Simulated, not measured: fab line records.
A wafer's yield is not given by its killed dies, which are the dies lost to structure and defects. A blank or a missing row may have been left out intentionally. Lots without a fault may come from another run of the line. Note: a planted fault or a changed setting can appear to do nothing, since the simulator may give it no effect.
Code-filled problem report in 8D (eight disciplines) form -- flow nand-harc -- the parts of the form that need people (team, actions taken, sign-off) are left out

1. THE ISSUE
Wafers without a fault read 620 C, standard deviation 0.058; tube-center-temp-C at NHARC_A_CHANNEL_FILL_D2_ANNEAL_22 reads a mean of 648 C on 9 wafers belonging to 3 lots. So: +99 or more standard deviations from the usual mean.
The step: time 7200 s.
The first sign was on wafer L593.1 at day 20 18:27, on furnace-06. At this step, 36 wafers from 12 lots have a number in the record. Rule for "out", or "out of limits": more than 4 standard deviations from the usual mean. All remaining wafers that have a number are taken as sound.

2. WHAT IT IS, AND WHAT IT ISN'T
question,is,is not
which readings at this step,"tube-center-temp-C, spike-tc-bottom-C, spike-tc-centre-C, spike-tc-lower-C, spike-tc-top-C, spike-tc-upper-C, tube_center_temp_C_max",zone-power-lower-pct
which lots,"L593, L594, L595","L586, L587, L589, L590, L591, L596, L601, L602, L603"
which wafers of those lots,all that have a number,-
read on which tools,furnace-06,"furnace-01, furnace-02"
when,from day 20 18:27,"up to then (15 sound wafers); but 12 sound wafers of L596, L601, L602, L603 came after"

3. SUSPECTS, AND WHAT RULES EACH OUT
Counting: a tool at any process step up to the reading remains a suspect when it ran all the lots that are out and ran no sound lot after the first of those.
- furnace-06 at NHARC_A_CHANNEL_FILL_D2_ANNEAL_22 (time 7200 s): ruled out as a lasting fault. After its first lot that is out, L593 (day 20 18:27), sound lots L602, L603 ran on it.
Left after counting: nothing in the record.

4. THE CAUSE (what the simulator had put in)
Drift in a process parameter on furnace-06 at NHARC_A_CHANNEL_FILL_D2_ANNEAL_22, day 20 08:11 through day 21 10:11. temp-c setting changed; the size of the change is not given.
Counting ruled it out, wrongly.

5. SEQUENCE OF EFFECTS, ordered by route
Rows list readings where the struck wafers' mean (over those with a number) sits beyond 3 standard deviations from the usual. Only readings for which the record gives a usual standard deviation are gone through. hours: the time from each lot's start at the first step in this table that gives one to its start at this step, as a median over the lots. sigmas: the change in usual standard deviations.
hours,step,reading,usual,on struck wafers,change,sigmas
0,NHARC_A_CHANNEL_FILL_D2_ANNEAL_22,spike-tc-bottom-C,640.2 C,665.3,+25.1,+11
0,NHARC_A_CHANNEL_FILL_D2_ANNEAL_22,spike-tc-centre-C,620.3 C,647.8,+27.5,+28
0,NHARC_A_CHANNEL_FILL_D2_ANNEAL_22,spike-tc-lower-C,619.5 C,646.1,+26.6,+22
0,NHARC_A_CHANNEL_FILL_D2_ANNEAL_22,spike-tc-top-C,637.3 C,664.0,+26.7,+22
0,NHARC_A_CHANNEL_FILL_D2_ANNEAL_22,spike-tc-upper-C,619.6 C,648.6,+29.0,+19
0,NHARC_A_CHANNEL_FILL_D2_ANNEAL_22,tube-center-temp-C,620 C,648,+28,+99 or more
0,NHARC_A_CHANNEL_FILL_D2_ANNEAL_22,tube_center_temp_C_max,621.61,649.10,+27.49,+99 or more
0,NHARC_A_CHANNEL_FILL_D2_ANNEAL_22,zone-power-bottom-pct,15.23 %,16.57,+1.34,+5.1
The process steps in it:
- NHARC_A_CHANNEL_FILL_D2_ANNEAL_22: time 7200 s.
Later steps that measure or inspect, where all struck wafers having a row at the step show a number for every such reading and not one has moved that far: NHARC_END_SORT_01.

6. HOW IT WOULD HAVE BEEN CAUGHT EARLIER
In this record the first reading out of limits was taken at day 20 18:27, 10 hours after the fault began at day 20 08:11.
